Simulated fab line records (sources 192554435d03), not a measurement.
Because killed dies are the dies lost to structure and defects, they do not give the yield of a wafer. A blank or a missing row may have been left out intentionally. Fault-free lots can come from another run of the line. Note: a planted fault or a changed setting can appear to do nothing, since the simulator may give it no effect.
Check for tools in common || flow n5 finfet || 21 wafers sampled across 7 lots

WHAT PROMPTED THE OPENING
On 1 of the 7 lots, a flag is raised at N5_BEOL_M11_OCD_MEAS_38 on the reading trench depth nm. Fault-free wafers read 148.4 nm, with a standard deviation of 1.7.
Rule: a lot gets a flag if all its wafers with a number sit over 4 standard deviations from that mean, or if no wafer of it has a number. The other lots count as sound.

{"lot": "L752", "measured": "day 13 15:35", "on": "ocd-01", "trench depth nm (nm), wafer by wafer": "147.2 149.8 146.7", "flag": ""}
{"lot": "L754", "measured": "day 14 06:17", "on": "ocd-01", "trench depth nm (nm), wafer by wafer": "147.6 149.6 149.3", "flag": ""}
{"lot": "L769", "measured": "day 19 02:20", "on": "ocd-02", "trench depth nm (nm), wafer by wafer": "146.9 145.7 150.3", "flag": ""}
{"lot": "L766", "measured": "day 19 19:56", "on": "ocd-01", "trench depth nm (nm), wafer by wafer": "146.5 150.0 149.0", "flag": ""}
{"lot": "L763", "measured": "day 20 06:04", "on": "ocd-02", "trench depth nm (nm), wafer by wafer": "147.4 150.0 148.3", "flag": ""}
{"lot": "L770", "measured": "day 20 13:08", "on": "ocd-02", "trench depth nm (nm), wafer by wafer": "148.2 147.0 147.2", "flag": ""}
{"lot": "L756", "measured": "day 20 13:37", "on": "ocd-01", "trench depth nm (nm), wafer by wafer": "124.2 124.4 125.1", "flag": "FLAGGED"}
The numbers of the flagged lots are 124.6 nm on average: -23.8 nm against the usual, or -14 standard deviations.

TOOL THAT RAN EACH LOT
2 process steps preceding the reading are held in the record, out of 1938 steps in the route. Cell contents, in order: the tool; ch with the chambers the sampled wafers went through; the start.
{"lot": "L752", "flag": "", "N5_BEOL_M11_VIA_ETCH_34": "rie diel-03 ch 0,2,3, day 13 15:19", "N5_BEOL_M11_TRENCH_ETCH_37": "rie diel-03 ch 0,2,3, day 13 15:25"}
{"lot": "L754", "flag": "", "N5_BEOL_M11_VIA_ETCH_34": "rie diel-03 ch 0,2,3, day 14 06:00", "N5_BEOL_M11_TRENCH_ETCH_37": "rie diel-03 ch 0,2,3, day 14 06:06"}
{"lot": "L769", "flag": "", "N5_BEOL_M11_VIA_ETCH_34": "rie diel-01 ch 1,2,3, day 19 02:02", "N5_BEOL_M11_TRENCH_ETCH_37": "rie diel-01 ch 1,2,3, day 19 02:09"}
{"lot": "L766", "flag": "", "N5_BEOL_M11_VIA_ETCH_34": "rie diel-01 ch 0,2, day 19 19:40", "N5_BEOL_M11_TRENCH_ETCH_37": "rie diel-01 ch 0,2, day 19 19:46"}
{"lot": "L763", "flag": "", "N5_BEOL_M11_VIA_ETCH_34": "rie diel-06 ch 0,1,2, day 20 05:47", "N5_BEOL_M11_TRENCH_ETCH_37": "rie diel-06 ch 0,1,2, day 20 05:53"}
{"lot": "L770", "flag": "", "N5_BEOL_M11_VIA_ETCH_34": "rie diel-01 ch 1,2, day 20 12:51", "N5_BEOL_M11_TRENCH_ETCH_37": "rie diel-01 ch 1,2, day 20 12:57"}
{"lot": "L756", "flag": "FLAGGED", "N5_BEOL_M11_VIA_ETCH_34": "rie diel-03 ch 0,2, day 20 13:20", "N5_BEOL_M11_TRENCH_ETCH_37": "rie diel-03 ch 0,2, day 20 13:26"}
These steps, and what they do:
- N5_BEOL_M11_VIA_ETCH_34: etches SiCOH lowk in C4F6/O2, target depth 184.5 nm, time 69.2 s.
- N5_BEOL_M11_TRENCH_ETCH_37: etches SiCOH lowk in C4F6/O2, target depth 148.83 nm, time 48 s.
- N5_BEOL_M11_OCD_MEAS_38

FLAGGED OVER TOTAL, TOOL BY TOOL (the gauges that took the reading come last)
{"step": "N5_BEOL_M11_VIA_ETCH_34", "tool": "rie diel-01", "lots run": 3, "flagged": 0, "share of the flagged lots": "none", "sound lots run after its first flagged lot": "-"}
{"step": "N5_BEOL_M11_VIA_ETCH_34", "tool": "rie diel-03", "lots run": 3, "flagged": 1, "share of the flagged lots": "all", "sound lots run after its first flagged lot": 0}
{"step": "N5_BEOL_M11_VIA_ETCH_34", "tool": "rie diel-06", "lots run": 1, "flagged": 0, "share of the flagged lots": "none", "sound lots run after its first flagged lot": "-"}
{"step": "N5_BEOL_M11_TRENCH_ETCH_37", "tool": "rie diel-01", "lots run": 3, "flagged": 0, "share of the flagged lots": "none", "sound lots run after its first flagged lot": "-"}
{"step": "N5_BEOL_M11_TRENCH_ETCH_37", "tool": "rie diel-03", "lots run": 3, "flagged": 1, "share of the flagged lots": "all", "sound lots run after its first flagged lot": 0}
{"step": "N5_BEOL_M11_TRENCH_ETCH_37", "tool": "rie diel-06", "lots run": 1, "flagged": 0, "share of the flagged lots": "none", "sound lots run after its first flagged lot": "-"}
{"step": "N5_BEOL_M11_OCD_MEAS_38", "tool": "ocd-01", "lots run": 4, "flagged": 1, "share of the flagged lots": "all", "sound lots run after its first flagged lot": 0}
{"step": "N5_BEOL_M11_OCD_MEAS_38", "tool": "ocd-02", "lots run": 3, "flagged": 0, "share of the flagged lots": "none", "sound lots run after its first flagged lot": "-"}

THE TABLE: WHAT IT ALLOWS
All flagged lots were run by 3 table rows, namely rie diel-03 at N5_BEOL_M11_VIA_ETCH_34, rie diel-03 at N5_BEOL_M11_TRENCH_ETCH_37, ocd-01 at N5_BEOL_M11_OCD_MEAS_38.
- rie diel-03 at N5_BEOL_M11_VIA_ETCH_34 ran 3 lots, 1 of them flagged. It ran its last sound lot, L754, at day 14 06:00 and its first flagged lot, L756, at day 20 13:20: a fault with its onset between the two fits.
- rie diel-03 at N5_BEOL_M11_TRENCH_ETCH_37 ran 3 lots, 1 of them flagged. It ran its last sound lot, L754, at day 14 06:06 and its first flagged lot, L756, at day 20 13:26: a fault with its onset between the two fits.
- ocd-01 at N5_BEOL_M11_OCD_MEAS_38 ran 4 lots, 1 of them flagged. It ran its last sound lot, L766, at day 19 19:56 and its first flagged lot, L756, at day 20 13:37: a fault with its onset between the two fits.
These 2 tools cannot be told apart by counting lots, since each of them fits a fault that started at some hour. More lots, or a look at what each step does to the wafer, might.

WHAT THE SIMULATOR HAD PUT IN
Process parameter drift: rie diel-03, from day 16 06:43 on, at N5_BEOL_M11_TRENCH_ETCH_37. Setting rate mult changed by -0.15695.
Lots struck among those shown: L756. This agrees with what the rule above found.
